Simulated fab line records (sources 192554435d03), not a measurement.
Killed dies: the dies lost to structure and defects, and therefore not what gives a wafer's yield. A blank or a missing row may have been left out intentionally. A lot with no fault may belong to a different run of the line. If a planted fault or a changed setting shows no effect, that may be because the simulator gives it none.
fab line records / flow n5Finfet
record: lots: 6 wafers: 17 lastDay: 17
route steps=1938 shown BEOL_M13@1696 PASSIVATION@1936
lots that met no fault: taken from a fault-free run of the same line
startH: the number of hours between the record's first day and the start of the first shown wafer of the lot / waitH: hours since the lot's step before / " as in the row above / L1.1+2: one row covering several wafers at once / - value missing, or start not given / * or withheld: withheld / < > ~ a bound
route shown NAME@n: a module of which the file shows steps, and the number in the route of the first / usual: mean/standard deviation taken from wafers without a fault / same: alike in all rows / chamber/n: place in a boat / sites: readings site by site / _std_site: standard deviation across them / _edge_site: mean of outer sites minus mean of inner sites / radiusMm: how far each site lies from the wafer's centre / mask NAME#n: copy n / behind: the most recent tool/chamber to have shaped the wafer / hold: the reason the lot was held/the length of the hold in hours/how it ended / device: the n, p or np transistor that did not switch / end of line: at the end of the route, the tests of the same wafers / a step given without rows: its recipe and nothing more / killed: count of dies lost to structure and defects at first sort (not the wafer's yield) / map: a wafer's dies, x killed, . not, _ none there
set.NAME: setting as actually run; set.NAME@STEP: the setting as run at that earlier step / model.NAME: the simulator's own value behind a step, which no gauge read
certain route steps with their lots: each step a table, each wafer a row
services: from which hour (startH, from the record's first day; less than 0 if before it) a tool's chamber was out of use, for how many hours, and why
== steps ==
step: N5_BEOL_M13_TRENCH_ETCH_34
recipe: chemistry: C4F8/O2/Ar target: SiOC targetDepthA: 4134.7 maskMaterial: SOC pressureMtorr: 30 sourceW: 3000 biasW: 700 Ar_flow_sccm: 400 C4F8_flow_sccm: 15 O2_flow_sccm: 8 heInnerTorr: 15 heOuterTorr: 30 timeS: 162.6 ionEnergyEv: 250
step: N5_BEOL_M13_STRIP_70
recipe: chemistry: C4F8/O2/Ar resist: SiARC rfFrequencyHz: 6e+07
step: N5_BEOL_M13_OCD_MEAS_35
usual: trenchDepthNm: 414/6.3
lot.wafer=L306.1 tool=ocd-02 chamber=- startH=259.53 waitH=0.0 trenchDepthNm=411
lot.wafer=L306.2 tool=ocd-02 chamber=- startH=259.53 waitH=0.0 trenchDepthNm=410
lot.wafer=L306.6 tool=ocd-02 chamber=- startH=259.53 waitH=0.0 trenchDepthNm=406
lot.wafer=L307.1 tool=ocd-01 chamber=- startH=266.38 waitH=0.0 trenchDepthNm=415
lot.wafer=L307.3 tool=ocd-01 chamber=- startH=266.38 waitH=0.0 trenchDepthNm=407
lot.wafer=L307.5 tool=ocd-01 chamber=- startH=266.38 waitH=0.0 trenchDepthNm=416
lot.wafer=L310.2 tool=ocd-02 chamber=- startH=303.13 waitH=0.0 trenchDepthNm=419
lot.wafer=L310.3 tool=ocd-02 chamber=- startH=303.13 waitH=0.0 trenchDepthNm=422
lot.wafer=L310.6 tool=ocd-02 chamber=- startH=303.13 waitH=0.0 trenchDepthNm=423
lot.wafer=L313.2 tool=ocd-02 chamber=- startH=317.04 waitH=0.0 trenchDepthNm=415
lot.wafer=L313.5 tool=ocd-02 chamber=- startH=317.04 waitH=0.0 trenchDepthNm=402
lot.wafer=L321.1 tool=ocd-02 chamber=- startH=352.78 waitH=0.0 trenchDepthNm=411
lot.wafer=L321.3 tool=ocd-02 chamber=- startH=352.78 waitH=0.0 trenchDepthNm=418
lot.wafer=L321.5 tool=ocd-02 chamber=- startH=352.78 waitH=0.0 trenchDepthNm=413
lot.wafer=L324.1 tool=ocd-01 chamber=- startH=373.49 waitH=0.0 trenchDepthNm=415
lot.wafer=L324.3 tool=ocd-01 chamber=- startH=373.49 waitH=0.0 trenchDepthNm=412
lot.wafer=L324.4 tool=ocd-01 chamber=- startH=373.49 waitH=0.0 trenchDepthNm=414
step: N5_BEOL_M13_STRIP_37
recipe: chemistry: N2/H2 powerW: 1000 tempC: 250 h2Frac: 0.65 overashFraction: 0.3 pressureMtorr: withheld n2FlowSccm: 1750 h2FlowSccm: 3250
usual: drypumpMotorCurrentA: 5.4/0.65 heaterPowerW: 307/8 oesProductAu: 0.782/0.012
lot.wafer=L306.1 tool=plasmaAsher-02 chamber=1 startH=259.57 waitH=0.0 drypumpMotorCurrentA=6.2 heaterPowerW=311 oesProductAu=0.763 rfHoursCounterH=121
lot.wafer=L306.2 tool=plasmaAsher-02 chamber=0 startH=259.57 waitH=0.0 drypumpMotorCurrentA=4.9 heaterPowerW=300 oesProductAu=0.778 rfHoursCounterH=121
lot.wafer=L306.6 tool=plasmaAsher-02 chamber=1 startH=259.57 waitH=0.0 drypumpMotorCurrentA=6.2 heaterPowerW=314 oesProductAu=0.776 rfHoursCounterH=-
lot.wafer=L307.1 tool=plasmaAsher-01 chamber=0 startH=266.42 waitH=0.0 drypumpMotorCurrentA=5.9 heaterPowerW=302 oesProductAu=0.791 rfHoursCounterH=79
lot.wafer=L307.3 tool=plasmaAsher-01 chamber=1 startH=266.42 waitH=0.0 drypumpMotorCurrentA=4.7 heaterPowerW=317 oesProductAu=0.787 rfHoursCounterH=-
lot.wafer=L307.5 tool=plasmaAsher-01 chamber=0 startH=266.42 waitH=0.0 drypumpMotorCurrentA=5.9 heaterPowerW=317 oesProductAu=0.798 rfHoursCounterH=-
lot.wafer=L310.2 tool=plasmaAsher-02 chamber=0 startH=303.16 waitH=0.0 drypumpMotorCurrentA=4.8 heaterPowerW=303 oesProductAu=0.783 rfHoursCounterH=127
lot.wafer=L310.3 tool=plasmaAsher-02 chamber=1 startH=303.16 waitH=0.0 drypumpMotorCurrentA=6.2 heaterPowerW=311 oesProductAu=0.796 rfHoursCounterH=-
lot.wafer=L310.6 tool=plasmaAsher-02 chamber=0 startH=303.16 waitH=0.0 drypumpMotorCurrentA=4.8 heaterPowerW=302 oesProductAu=0.772 rfHoursCounterH=-
lot.wafer=L313.2 tool=plasmaAsher-01 chamber=1 startH=317.08 waitH=0.0 drypumpMotorCurrentA=4.7 heaterPowerW=312 oesProductAu=0.791 rfHoursCounterH=91
lot.wafer=L313.5 tool=plasmaAsher-01 chamber=0 startH=317.08 waitH=0.0 drypumpMotorCurrentA=5.9 heaterPowerW=311 oesProductAu=0.779 rfHoursCounterH=-
lot.wafer=L321.1 tool=plasmaAsher-02 chamber=0 startH=352.81 waitH=0.0 drypumpMotorCurrentA=4.8 heaterPowerW=302 oesProductAu=0.809 rfHoursCounterH=136
lot.wafer=L321.3 tool=plasmaAsher-02 chamber=1 startH=352.81 waitH=0.0 drypumpMotorCurrentA=6.2 heaterPowerW=303 oesProductAu=0.779 rfHoursCounterH=-
lot.wafer=L321.5 tool=plasmaAsher-02 chamber=1 startH=352.81 waitH=0.0 drypumpMotorCurrentA=6.2 heaterPowerW=299 oesProductAu=0.786 rfHoursCounterH=-
lot.wafer=L324.1 tool=plasmaAsher-01 chamber=1 startH=373.53 waitH=0.0 drypumpMotorCurrentA=4.7 heaterPowerW=303 oesProductAu=0.795 rfHoursCounterH=104
lot.wafer=L324.3 tool=plasmaAsher-01 chamber=1 startH=373.53 waitH=0.0 drypumpMotorCurrentA=4.7 heaterPowerW=313 oesProductAu=0.792 rfHoursCounterH=-
lot.wafer=L324.4 tool=plasmaAsher-01 chamber=0 startH=373.53 waitH=0.0 drypumpMotorCurrentA=5.9 heaterPowerW=306 oesProductAu=0.796 rfHoursCounterH=-
step: N5_BEOL_M13_ETCH_38
recipe: chemistry: CF4/N2 target: SiCN targetDepthA: 675 taperDeg: 2 timeS: 71.9 ionEnergyEv: 150 maskMaterial: SiO2 pressureMtorr: 40 sourceW: 430 biasW: 70 Ar_flow_sccm: 100 cf4FlowSccm: 60 n2FlowSccm: 60
usual: chamberPressureMTorr: 40.00/0.039 drypumpMotorCurrentA: 5.7/0.35 oesProductAu: 0.83/0.072 rfVppV: 382.8/1.5 showerheadPlenumPTorr: 2.23/0.049 throttleValvePct: 15.26/0.2
lot.wafer=L306.1 tool=rieDiel-01 chamber=0 startH=259.88 waitH=- chamberPressureMTorr=40.01 drypumpMotorCurrentA=5.6 oesProductAu=0.96 rfHoursCounterH=3 rfVppV=381.3 showerheadPlenumPTorr=2.17 throttleValvePct=15.15
lot.wafer=L306.2 tool=rieDiel-01 chamber=1 startH=259.88 waitH=- chamberPressureMTorr=40.07 drypumpMotorCurrentA=5.7 oesProductAu=0.80 rfHoursCounterH=82 rfVppV=383.5 showerheadPlenumPTorr=2.32 throttleValvePct=15.45
lot.wafer=L306.6 tool=rieDiel-01 chamber=1 startH=259.88 waitH=- chamberPressureMTorr=40.00 drypumpMotorCurrentA=5.7 oesProductAu=0.80 rfHoursCounterH=- rfVppV=387.0 showerheadPlenumPTorr=2.32 throttleValvePct=15.45
lot.wafer=L307.1 tool=rieDiel-04 chamber=1 startH=269.76 waitH=- chamberPressureMTorr=39.94 drypumpMotorCurrentA=5.0 oesProductAu=0.73 rfHoursCounterH=195 rfVppV=384.3 showerheadPlenumPTorr=2.26 throttleValvePct=15.24
lot.wafer=L307.3 tool=rieDiel-04 chamber=3 startH=269.76 waitH=- chamberPressureMTorr=40.04 drypumpMotorCurrentA=6.1 oesProductAu=0.79 rfHoursCounterH=139 rfVppV=384.0 showerheadPlenumPTorr=2.23 throttleValvePct=15.19
lot.wafer=L307.5 tool=rieDiel-04 chamber=2 startH=269.76 waitH=- chamberPressureMTorr=39.97 drypumpMotorCurrentA=6.0 oesProductAu=0.91 rfHoursCounterH=- rfVppV=383.5 showerheadPlenumPTorr=2.23 throttleValvePct=15.37
lot.wafer=L310.2 tool=rieDiel-01 chamber=3 startH=303.24 waitH=- chamberPressureMTorr=39.96 drypumpMotorCurrentA=6.2 oesProductAu=0.88 rfHoursCounterH=39 rfVppV=380.5 showerheadPlenumPTorr=2.17 throttleValvePct=15.10
lot.wafer=L310.3 tool=rieDiel-01 chamber=1 startH=303.24 waitH=- chamberPressureMTorr=39.96 drypumpMotorCurrentA=5.7 oesProductAu=0.78 rfHoursCounterH=97 rfVppV=385.0 showerheadPlenumPTorr=2.32 throttleValvePct=15.47
lot.wafer=L310.6 tool=rieDiel-01 chamber=0 startH=303.24 waitH=- chamberPressureMTorr=40.04 drypumpMotorCurrentA=5.6 oesProductAu=0.90 rfHoursCounterH=- rfVppV=381.3 showerheadPlenumPTorr=2.16 throttleValvePct=15.17
lot.wafer=L313.2 tool=rieDiel-01 chamber=3 startH=318.34 waitH=- chamberPressureMTorr=40.09 drypumpMotorCurrentA=6.2 oesProductAu=0.86 rfHoursCounterH=44 rfVppV=381.2 showerheadPlenumPTorr=2.16 throttleValvePct=15.11
lot.wafer=L313.5 tool=rieDiel-01 chamber=3 startH=318.34 waitH=- chamberPressureMTorr=40.00 drypumpMotorCurrentA=6.2 oesProductAu=0.86 rfHoursCounterH=- rfVppV=381.8 showerheadPlenumPTorr=2.16 throttleValvePct=15.09
lot.wafer=L321.1 tool=rieDiel-05 chamber=3 startH=353.05 waitH=- chamberPressureMTorr=40.02 drypumpMotorCurrentA=5.8 oesProductAu=0.81 rfHoursCounterH=53 rfVppV=384.0 showerheadPlenumPTorr=2.26 throttleValvePct=15.01
lot.wafer=L321.3 tool=rieDiel-05 chamber=2 startH=353.05 waitH=- chamberPressureMTorr=39.95 drypumpMotorCurrentA=5.7 oesProductAu=0.83 rfHoursCounterH=74 rfVppV=382.4 showerheadPlenumPTorr=2.22 throttleValvePct=15.21
lot.wafer=L321.5 tool=rieDiel-05 chamber=0 startH=353.05 waitH=- chamberPressureMTorr=39.99 drypumpMotorCurrentA=5.0 oesProductAu=1.00 rfHoursCounterH=- rfVppV=383.2 showerheadPlenumPTorr=2.26 throttleValvePct=14.98
lot.wafer=L324.1 tool=rieDiel-05 chamber=1 startH=376.97 waitH=- chamberPressureMTorr=39.99 drypumpMotorCurrentA=5.6 oesProductAu=0.78 rfHoursCounterH=103 rfVppV=383.7 showerheadPlenumPTorr=2.23 throttleValvePct=15.38
lot.wafer=L324.3 tool=rieDiel-05 chamber=2 startH=376.97 waitH=- chamberPressureMTorr=39.96 drypumpMotorCurrentA=5.7 oesProductAu=0.81 rfHoursCounterH=81 rfVppV=382.2 showerheadPlenumPTorr=2.22 throttleValvePct=15.23
lot.wafer=L324.4 tool=rieDiel-05 chamber=3 startH=376.97 waitH=- chamberPressureMTorr=39.94 drypumpMotorCurrentA=5.8 oesProductAu=0.79 rfHoursCounterH=61 rfVppV=383.6 showerheadPlenumPTorr=2.26 throttleValvePct=15.00
step: N5_BEOL_M13_PRECLEAN_39
recipe: chemistry: residueRemover timeS: 60 tempC: 40
step: N5_BEOL_M13_SRD_40
recipe: timeS: 30 tempC: 23 rinseLiquid: diw dry: n2Spin spinRpm: 1500 dryTimeS: 30
step: N5_BEOL_M13_DEGAS_41
recipe: ambient: vacuum tempC: 250 timeS: 60
step: N5_BEOL_M13_PRE_CLEAN_42
recipe: gas: H2/He timeS: 30 tempC: 250
usual: heaterPowerW: 331/15
lot.wafer=L306.1 tool=pvdSputter-03 chamber=- startH=261.95 waitH=0.0 heaterPowerW=364
lot.wafer=L306.2 tool=pvdSputter-03 chamber=- startH=261.95 waitH=0.0 heaterPowerW=313
lot.wafer=L306.6 tool=pvdSputter-03 chamber=- startH=261.95 waitH=0.0 heaterPowerW=313
lot.wafer=L307.1 tool=pvdSputter-03 chamber=- startH=270.26 waitH=0.0 heaterPowerW=311
lot.wafer=L307.3 tool=pvdSputter-03 chamber=- startH=270.26 waitH=0.0 heaterPowerW=365
lot.wafer=L307.5 tool=pvdSputter-03 chamber=- startH=270.26 waitH=0.0 heaterPowerW=322
lot.wafer=L310.2 tool=pvdSputter-01 chamber=- startH=303.65 waitH=0.0 heaterPowerW=348
lot.wafer=L310.3 tool=pvdSputter-01 chamber=- startH=303.65 waitH=0.0 heaterPowerW=329
lot.wafer=L310.6 tool=pvdSputter-01 chamber=- startH=303.65 waitH=0.0 heaterPowerW=334
lot.wafer=L313.2 tool=pvdSputter-01 chamber=- startH=319.12 waitH=0.0 heaterPowerW=324
lot.wafer=L313.5 tool=pvdSputter-01 chamber=- startH=319.12 waitH=0.0 heaterPowerW=332
lot.wafer=L321.1 tool=pvdSputter-01 chamber=- startH=353.76 waitH=0.0 heaterPowerW=333
lot.wafer=L321.3 tool=pvdSputter-01 chamber=- startH=353.76 waitH=0.0 heaterPowerW=326
lot.wafer=L321.5 tool=pvdSputter-01 chamber=- startH=353.76 waitH=0.0 heaterPowerW=327
lot.wafer=L324.1 tool=pvdSputter-03 chamber=- startH=377.51 waitH=0.0 heaterPowerW=353
lot.wafer=L324.3 tool=pvdSputter-03 chamber=- startH=377.51 waitH=0.0 heaterPowerW=341
lot.wafer=L324.4 tool=pvdSputter-03 chamber=- startH=377.51 waitH=0.0 heaterPowerW=326
step: N5_BEOL_M13_SPUTTER_43
recipe: material: TaN targetThkA: 150 tempC: 50 biasV: 168.6 powerW: 15000 chamberPressurePa: 0.12 timeS: 24.19
usual: throttleValvePct: 29.7/0.71
lot.wafer=L306.1 tool=pvdSputter-03 chamber=- startH=261.99 waitH=0.0 throttleValvePct=31.0
lot.wafer=L306.2 tool=pvdSputter-03 chamber=- startH=261.99 waitH=0.0 throttleValvePct=29.4
lot.wafer=L306.6 tool=pvdSputter-03 chamber=- startH=261.99 waitH=0.0 throttleValvePct=29.4
lot.wafer=L307.1 tool=pvdSputter-03 chamber=- startH=270.30 waitH=0.0 throttleValvePct=29.6
lot.wafer=L307.3 tool=pvdSputter-03 chamber=- startH=270.30 waitH=0.0 throttleValvePct=31.1
lot.wafer=L307.5 tool=pvdSputter-03 chamber=- startH=270.30 waitH=0.0 throttleValvePct=30.4
lot.wafer=L310.2 tool=pvdSputter-01 chamber=- startH=303.69 waitH=0.0 throttleValvePct=29.7
lot.wafer=L310.3 tool=pvdSputter-01 chamber=- startH=303.69 waitH=0.0 throttleValvePct=29.3
lot.wafer=L310.6 tool=pvdSputter-01 chamber=- startH=303.69 waitH=0.0 throttleValvePct=29.4
lot.wafer=L313.2 tool=pvdSputter-01 chamber=- startH=319.16 waitH=0.0 throttleValvePct=28.8
lot.wafer=L313.5 tool=pvdSputter-01 chamber=- startH=319.16 waitH=0.0 throttleValvePct=28.7
lot.wafer=L321.1 tool=pvdSputter-01 chamber=- startH=353.80 waitH=0.0 throttleValvePct=29.7
lot.wafer=L321.3 tool=pvdSputter-01 chamber=- startH=353.80 waitH=0.0 throttleValvePct=29.0
lot.wafer=L321.5 tool=pvdSputter-01 chamber=- startH=353.80 waitH=0.0 throttleValvePct=29.8
lot.wafer=L324.1 tool=pvdSputter-03 chamber=- startH=377.55 waitH=0.0 throttleValvePct=31.1
lot.wafer=L324.3 tool=pvdSputter-03 chamber=- startH=377.55 waitH=0.0 throttleValvePct=30.3
lot.wafer=L324.4 tool=pvdSputter-03 chamber=- startH=377.55 waitH=0.0 throttleValvePct=30.6
step: N5_BEOL_M13_SPUTTER_44
recipe: material: Ta targetThkA: 100 tempC: 50 biasV: 80 powerW: 15000 chamberPressurePa: 0.07 timeS: 16.13
step: N5_BEOL_M13_SPUTTER_45
recipe: material: Cu targetThkA: 800 tempC: -20 biasV: 60 powerW: 26000 chamberPressurePa: 0.13 timeS: 13.33
usual: throttleValvePct: 29.7/0.73
lot.wafer=L306.1 tool=pvdSputter-03 chamber=- startH=262.15 waitH=0.0 throttleValvePct=30.9
lot.wafer=L306.2 tool=pvdSputter-03 chamber=- startH=262.15 waitH=0.0 throttleValvePct=29.4
lot.wafer=L306.6 tool=pvdSputter-03 chamber=- startH=262.15 waitH=0.0 throttleValvePct=29.2
lot.wafer=L307.1 tool=pvdSputter-03 chamber=- startH=270.46 waitH=0.0 throttleValvePct=29.5
lot.wafer=L307.3 tool=pvdSputter-03 chamber=- startH=270.46 waitH=0.0 throttleValvePct=31.2
lot.wafer=L307.5 tool=pvdSputter-03 chamber=- startH=270.46 waitH=0.0 throttleValvePct=30.5
lot.wafer=L310.2 tool=pvdSputter-01 chamber=- startH=303.85 waitH=0.0 throttleValvePct=29.9
lot.wafer=L310.3 tool=pvdSputter-01 chamber=- startH=303.85 waitH=0.0 throttleValvePct=28.8
lot.wafer=L310.6 tool=pvdSputter-01 chamber=- startH=303.85 waitH=0.0 throttleValvePct=29.7
lot.wafer=L313.2 tool=pvdSputter-01 chamber=- startH=319.32 waitH=0.0 throttleValvePct=29.0
lot.wafer=L313.5 tool=pvdSputter-01 chamber=- startH=319.32 waitH=0.0 throttleValvePct=28.8
lot.wafer=L321.1 tool=pvdSputter-01 chamber=- startH=353.96 waitH=0.0 throttleValvePct=29.7
lot.wafer=L321.3 tool=pvdSputter-01 chamber=- startH=353.96 waitH=0.0 throttleValvePct=28.8
lot.wafer=L321.5 tool=pvdSputter-01 chamber=- startH=353.96 waitH=0.0 throttleValvePct=29.4
lot.wafer=L324.1 tool=pvdSputter-03 chamber=- startH=377.71 waitH=0.0 throttleValvePct=31.1
lot.wafer=L324.3 tool=pvdSputter-03 chamber=- startH=377.71 waitH=0.0 throttleValvePct=30.4
lot.wafer=L324.4 tool=pvdSputter-03 chamber=- startH=377.71 waitH=0.0 throttleValvePct=30.7
step: N5_BEOL_M13_ECD_47
recipe: material: Cu targetThkA: 9360
lot.wafer=L306.1 tool=ecdCu-02 chamber=0 startH=262.27 waitH=0.1 model.Cu_of_BEOL_M13_ECD_47.thkNm=939.4
lot.wafer=L306.2 tool=ecdCu-02 chamber=1 startH=262.27 waitH=0.1 model.Cu_of_BEOL_M13_ECD_47.thkNm=938.8
lot.wafer=L306.6 tool=ecdCu-02 chamber=0 startH=262.27 waitH=0.1 model.Cu_of_BEOL_M13_ECD_47.thkNm=936.4
lot.wafer=L307.1 tool=ecdCu-01 chamber=0 startH=270.58 waitH=0.1 model.Cu_of_BEOL_M13_ECD_47.thkNm=933.4
lot.wafer=L307.3 tool=ecdCu-01 chamber=0 startH=270.58 waitH=0.1 model.Cu_of_BEOL_M13_ECD_47.thkNm=947
lot.wafer=L307.5 tool=ecdCu-01 chamber=1 startH=270.58 waitH=0.1 model.Cu_of_BEOL_M13_ECD_47.thkNm=942.6
lot.wafer=L310.2 tool=ecdCu-01 chamber=0 startH=303.97 waitH=0.1 model.Cu_of_BEOL_M13_ECD_47.thkNm=691.8
lot.wafer=L310.3 tool=ecdCu-01 chamber=1 startH=303.97 waitH=0.1 model.Cu_of_BEOL_M13_ECD_47.thkNm=935.4
lot.wafer=L310.6 tool=ecdCu-01 chamber=0 startH=303.97 waitH=0.1 model.Cu_of_BEOL_M13_ECD_47.thkNm=930.4
lot.wafer=L313.2 tool=ecdCu-01 chamber=0 startH=319.44 waitH=0.1 model.Cu_of_BEOL_M13_ECD_47.thkNm=685.8
lot.wafer=L313.5 tool=ecdCu-01 chamber=0 startH=319.44 waitH=0.1 model.Cu_of_BEOL_M13_ECD_47.thkNm=927.4
lot.wafer=L321.1 tool=ecdCu-02 chamber=0 startH=354.08 waitH=0.1 model.Cu_of_BEOL_M13_ECD_47.thkNm=926.8
lot.wafer=L321.3 tool=ecdCu-02 chamber=1 startH=354.08 waitH=0.1 model.Cu_of_BEOL_M13_ECD_47.thkNm=923
lot.wafer=L321.5 tool=ecdCu-02 chamber=1 startH=354.08 waitH=0.1 model.Cu_of_BEOL_M13_ECD_47.thkNm=938.4
lot.wafer=L324.1 tool=ecdCu-02 chamber=0 startH=377.82 waitH=0.1 model.Cu_of_BEOL_M13_ECD_47.thkNm=941.4
lot.wafer=L324.3 tool=ecdCu-02 chamber=1 startH=377.82 waitH=0.1 model.Cu_of_BEOL_M13_ECD_47.thkNm=949.4
lot.wafer=L324.4 tool=ecdCu-02 chamber=0 startH=377.82 waitH=0.1 model.Cu_of_BEOL_M13_ECD_47.thkNm=940.8
step: N5_BEOL_M13_ANNEAL_48
recipe: tempC: 225 timeS: 90 ambient: N2
step: N5_PASSIVATION_PROBE_49
usual: defectLimitedYield: 91.4/1.4 killed_at_M0_to_M3: 34/8.9 killed_at_M4_up: 13/4.6 killedAtContacts: 12/5.5 killedAtFrontEnd: 41/11 killedAtOther: 3.1/2.9 killedDies: 102/16 killedOpen: 66/11 killedShort: 34/7.6 sort_bin_4_leakage: 0.01/0.14 sort_bin_5_function: 5.1/0.89 sort_bin_6_memory: 3.2/0.61 sort_bin_8_speed: 0.02/0.12 sortNPass: 1078/16 sortYieldPct: 91.3/1.4
same: grossDies: 1180 killedAtBackSide: 0
lot.wafer=L306.1 tool=prober-02 chamber=- startH=290.34 waitH=0.0 defectLimitedYield[%]=92.7 killed_at_M0_to_M3=39 killed_at_M4_up=12 killedAtContacts=9 killedAtFrontEnd=26 killedAtOther=0 killedDies=86 killedOpen=51 killedShort=35 sort_bin_4_leakage[%]=0 sort_bin_5_function[%]=4.1 sort_bin_6_memory[%]=3.0 sort_bin_8_speed[%]=0 sortNPass=1094 sortYieldPct[%]=92.7
lot.wafer=L306.2 tool=prober-02 chamber=- startH=290.39 waitH=0.1 defectLimitedYield[%]=94.0 killed_at_M0_to_M3=21 killed_at_M4_up=12 killedAtContacts=13 killedAtFrontEnd=25 killedAtOther=0 killedDies=71 killedOpen=46 killedShort=25 sort_bin_4_leakage[%]=0 sort_bin_5_function[%]=3.6 sort_bin_6_memory[%]=2.2 sort_bin_8_speed[%]=0 sortNPass=1109 sortYieldPct[%]=94.0
lot.wafer=L306.6 tool=prober-02 chamber=- startH=290.59 waitH=0.3 defectLimitedYield[%]=94.0 killed_at_M0_to_M3=26 killed_at_M4_up=4 killedAtContacts=11 killedAtFrontEnd=29 killedAtOther=1 killedDies=71 killedOpen=53 killedShort=18 sort_bin_4_leakage[%]=0 sort_bin_5_function[%]=3.6 sort_bin_6_memory[%]=2.4 sort_bin_8_speed[%]=0 sortNPass=1109 sortYieldPct[%]=94.0
lot.wafer=L307.1 tool=prober-01 chamber=- startH=297.23 waitH=0.0 defectLimitedYield[%]=92.0 killed_at_M0_to_M3=25 killed_at_M4_up=14 killedAtContacts=4 killedAtFrontEnd=44 killedAtOther=7 killedDies=94 killedOpen=57 killedShort=35 sort_bin_4_leakage[%]=0 sort_bin_5_function[%]=4.8 sort_bin_6_memory[%]=2.6 sort_bin_8_speed[%]=0 sortNPass=1086 sortYieldPct[%]=92.0
lot.wafer=L307.3 tool=prober-01 chamber=- startH=297.33 waitH=0.1 defectLimitedYield[%]=91.5 killed_at_M0_to_M3=32 killed_at_M4_up=13 killedAtContacts=12 killedAtFrontEnd=40 killedAtOther=3 killedDies=100 killedOpen=64 killedShort=35 sort_bin_4_leakage[%]=0 sort_bin_5_function[%]=4.9 sort_bin_6_memory[%]=3.4 sort_bin_8_speed[%]=0.08 sortNPass=1080 sortYieldPct[%]=91.5
lot.wafer=L307.5 tool=prober-01 chamber=- startH=297.43 waitH=0.2 defectLimitedYield[%]=91.3 killed_at_M0_to_M3=28 killed_at_M4_up=18 killedAtContacts=15 killedAtFrontEnd=41 killedAtOther=1 killedDies=103 killedOpen=62 killedShort=39 sort_bin_4_leakage[%]=0 sort_bin_5_function[%]=5.4 sort_bin_6_memory[%]=3.1 sort_bin_8_speed[%]=0 sortNPass=1077 sortYieldPct[%]=91.3
lot.wafer=L313.5 tool=prober-01 chamber=- startH=346.82 waitH=0.2 defectLimitedYield[%]=89.5 killed_at_M0_to_M3=35 killed_at_M4_up=17 killedAtContacts=14 killedAtFrontEnd=54 killedAtOther=4 killedDies=124 killedOpen=73 killedShort=41 sort_bin_4_leakage[%]=0 sort_bin_5_function[%]=5.7 sort_bin_6_memory[%]=3.6 sort_bin_8_speed[%]=0 sortNPass=1056 sortYieldPct[%]=89.5
killed by level:class
L306.1 BEOL_M0_SAQP:geometricParticle:open=8 BEOL_M0_SAQP:geometricParticle:short=7 BEOL_M1:geometricParticle:open=7 GATE_CUT:geometricParticle:short=6 BEOL_M2:geometricParticle:open=6 BEOL_M3:geometricParticle:open=6 MOL_CONTACT_COAG:geometricParticle:open=5 MOL_CONTACT_COAG:geometricParticle:short=4
L306.2 MOL_CONTACT_COAG:geometricParticle:open=11 BEOL_M2:geometricParticle:open=7 FIN_SAQP:geometricParticle:short=4 BEOL_M0_SAQP:geometricParticle:short=4 BEOL_M1:geometricParticle:open=4 BEOL_M7:geometricParticle:open=4 STARTING-WAFER:geometricParticle:open=4 FIN_SAQP:geometricParticle:open=3
L306.6 BEOL_M2:geometricParticle:open=11 MOL_CONTACT_COAG:geometricParticle:open=9 STI_FIN_REVEAL:geometricParticle:open=8 BEOL_M1:geometricParticle:open=6 FIN_SAQP:geometricParticle:short=5 DUMMY_GATE:geometricParticle:open=5 BEOL_M0_SAQP:geometricParticle:open=4 STI_FIN_REVEAL:geometricParticle:short=3
L307.1 GATE_CUT:geometricParticle:open=10 GATE_CUT:geometricParticle:short=9 BEOL_M4:geometricParticle:open=6 FIN_SAQP:geometricParticle:short=5 STI_FIN_REVEAL:geometricParticle:open=5 BEOL_M0_SAQP:geometricParticle:open=5 BEOL_M3:geometricParticle:open=5 FIN_SAQP:geometricParticle:open=4
L307.3 STI_FIN_REVEAL:geometricParticle:open=12 BEOL_M0_SAQP:geometricParticle:open=10 MOL_CONTACT_COAG:geometricParticle:open=9 BEOL_M0_SAQP:geometricParticle:short=9 STI_FIN_REVEAL:geometricParticle:short=6 BEOL_M2:geometricParticle:open=5 FIN_SAQP:geometricParticle:short=4 GATE_CUT:geometricParticle:short=4
L307.5 MOL_CONTACT_COAG:geometricParticle:open=12 STI_FIN_REVEAL:geometricParticle:open=11 BEOL_M0_SAQP:geometricParticle:open=10 GATE_CUT:geometricParticle:short=9 BEOL_M4:geometricParticle:open=9 BEOL_M0_SAQP:geometricParticle:short=8 FIN_SAQP:geometricParticle:open=6 FIN_SAQP:geometricParticle:short=6
L313.5 FIN_SAQP:geometricParticle:open=14 BEOL_M0_SAQP:geometricParticle:open=13 MOL_CONTACT_COAG:geometricParticle:open=12 FIN_SAQP:geometricParticle:short=10 HKMG_FIN:areaEtch=9 BEOL_M1:geometricParticle:short=7 BEOL_M0_SAQP:geometricParticle:short=5 STI_FIN_REVEAL:geometricParticle:open=4
== services ==
tool=rieDiel-01 chamber=2 startH=241.99 hours=4.6 kind=repair
tool=plasmaAsher-02 chamber=- startH=267.50 hours=2.8 kind=pm
tool=rieDiel-01 chamber=2 startH=279.08 hours=5.3 kind=repair
tool=plasmaAsher-02 chamber=- startH=283.12 hours=9.5 kind=repair
tool=rieDiel-05 chamber=0 startH=301.90 hours=5.6 kind=repair
tool=rieDiel-05 chamber=0 startH=319.78 hours=- kind=clean
tool=rieDiel-05 chamber=0 startH=319.78 hours=- kind=consumableReplace:focusRing
tool=rieDiel-05 chamber=0 startH=319.78 hours=18.1 kind=scheduledDown
tool=rieDiel-05 chamber=0 startH=319.78 hours=18.1 kind=ventCycle
tool=ecdCu-01 chamber=- startH=327.49 hours=2.3 kind=repair
tool=plasmaAsher-01 chamber=- startH=337.33 hours=0.8 kind=repair
tool=rieDiel-01 chamber=3 startH=339.32 hours=3.9 kind=repair
tool=plasmaAsher-01 chamber=- startH=343.98 hours=1.4 kind=repair
tool=rieDiel-05 chamber=1 startH=352.70 hours=1.2 kind=repair
tool=rieDiel-01 chamber=2 startH=358.50 hours=3.5 kind=repair
tool=pvdSputter-01 chamber=- startH=366.77 hours=2.1 kind=repair
tool=rieDiel-04 chamber=2 startH=368.45 hours=6.1 kind=repair
tool=rieDiel-05 chamber=2 startH=370.24 hours=2.6 kind=repair
tool=rieDiel-01 chamber=- startH=376.60 hours=0.3 kind=repair
== key ==
firstSign none at tools or gauges
modelEffect: step: N5_BEOL_M13_ECD_47 value: Cu_of_BEOL_M13_ECD_47.thkNm without: 935.8 struck: 688.8
metAt N5_BEOL_M13_ECD_47
struckWafers L310.2,L313.2
onsetBetween 270.58 303.97
fault: kind: processParameterDrift tool: ecdCu-01 chamber: - onsetH: 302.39 steps: N5_BEOL_M13_ECD_47 channel: targetThkA offset: * shape: step endH: 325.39 scope: struckWafersOnly actsIn: * stated: *
